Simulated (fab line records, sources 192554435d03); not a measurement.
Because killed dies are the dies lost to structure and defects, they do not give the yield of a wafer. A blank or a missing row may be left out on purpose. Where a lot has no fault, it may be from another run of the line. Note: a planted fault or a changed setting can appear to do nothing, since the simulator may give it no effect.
The same fault as seen by 2 desks / flow n5_finfet / each desk has only its own numbers; what lay behind them comes last

## DESK OF THE TOOL OWNER: rie_diel-03
The tool's own readings at N5_SDB_ETCH_17 (etches SiARC in CF4, target depth 23.4 nm, time 39 s): means of the sampled wafers that have a number, for each lot that ran on this tool. Any lot whose mean is over 4 standard deviations away from the usual mean is out of limits and marked OUT; that distance is given in the brackets.
Columns: A = drypump_motor_current_A at N5_SDB_ETCH_17, usual 6.0 A; B = etch_rf_on_time_s at N5_SDB_ETCH_17, usual 39.5 s; C = oes_product_au at N5_SDB_ETCH_17, usual 0.67 a.u.; D = rf_vpp_V at N5_SDB_ETCH_17, usual 184.2 V; E = showerhead_plenum_p_Torr at N5_SDB_ETCH_17, usual 2.15 Torr; F = throttle_valve_pct at N5_SDB_ETCH_17, usual 15.63 %
lot=L901; first seen here=day 4 07:08; A=5.9; B=38.8; C=0.71; D=184.4; E=2.14; F=15.60
lot=L904; first seen here=day 4 18:13; A=6.2; B=38.4; C=0.72; D=183.9; E=2.12; F=15.41
lot=L903; first seen here=day 4 22:23; A=6.1; B=31.8 (-4.8) OUT; C=0.73; D=183.4; E=2.15; F=15.87
lot=L906; first seen here=day 5 07:13; A=5.8; B=33.5; C=0.76; D=183.6; E=2.12; F=15.28
This desk's finding: out of limits on L903; first on L903, day 4 22:23 (etch_rf_on_time_s at N5_SDB_ETCH_17). Within limits: L901, L904, L906.

## AT THE METROLOGY DESK
Means of the sampled wafers that have a number, per lot and without regard to the tool the lot ran on: this is what the gauges read. Any lot whose mean is over 4 standard deviations away from the usual mean is out of limits and marked OUT; that distance is given in the brackets.
Columns: A = cd_nm at N5_SDB_CD_MEAS_11, usual 50.2 nm
lot=L901; first seen here=day 4 07:01; A=49.9
lot=L902; first seen here=day 4 13:19; A=50.3
lot=L904; first seen here=day 4 18:05; A=49.5
lot=L903; first seen here=day 4 22:16; A=53.1
lot=L906; first seen here=day 5 07:06; A=51.4
lot=L912; first seen here=day 7 02:44; A=49.3
lot=L913; first seen here=day 7 05:44; A=49.6
lot=L915; first seen here=day 7 17:02; A=51.9
lot=L916; first seen here=day 7 20:22; A=49.6
lot=L921; first seen here=day 8 23:49; A=51.9
lot=L922; first seen here=day 9 10:07; A=50.0
lot=L923; first seen here=day 9 15:29; A=51.0
This desk's finding: nothing out of limits on any of the 12 lots.

## BROUGHT TOGETHER
The tool owner's desk could have raised an alarm at day 4 22:23, on L903.
Nothing out of limits was seen by the metrology desk.
The metrology desk holds a record of L903, inside its limits.
On rie_diel-03, each named lot ran N5_SDB_ETCH_17.

## WHAT HAD BEEN PUT IN BY THE SIMULATOR
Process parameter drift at N5_SDB_ETCH_17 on rie_diel-03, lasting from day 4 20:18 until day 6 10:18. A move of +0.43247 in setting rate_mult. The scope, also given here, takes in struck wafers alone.
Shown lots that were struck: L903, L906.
Delay in hours, fault start to first out-of-limits reading, by desk: the tool owner's desk at 2.
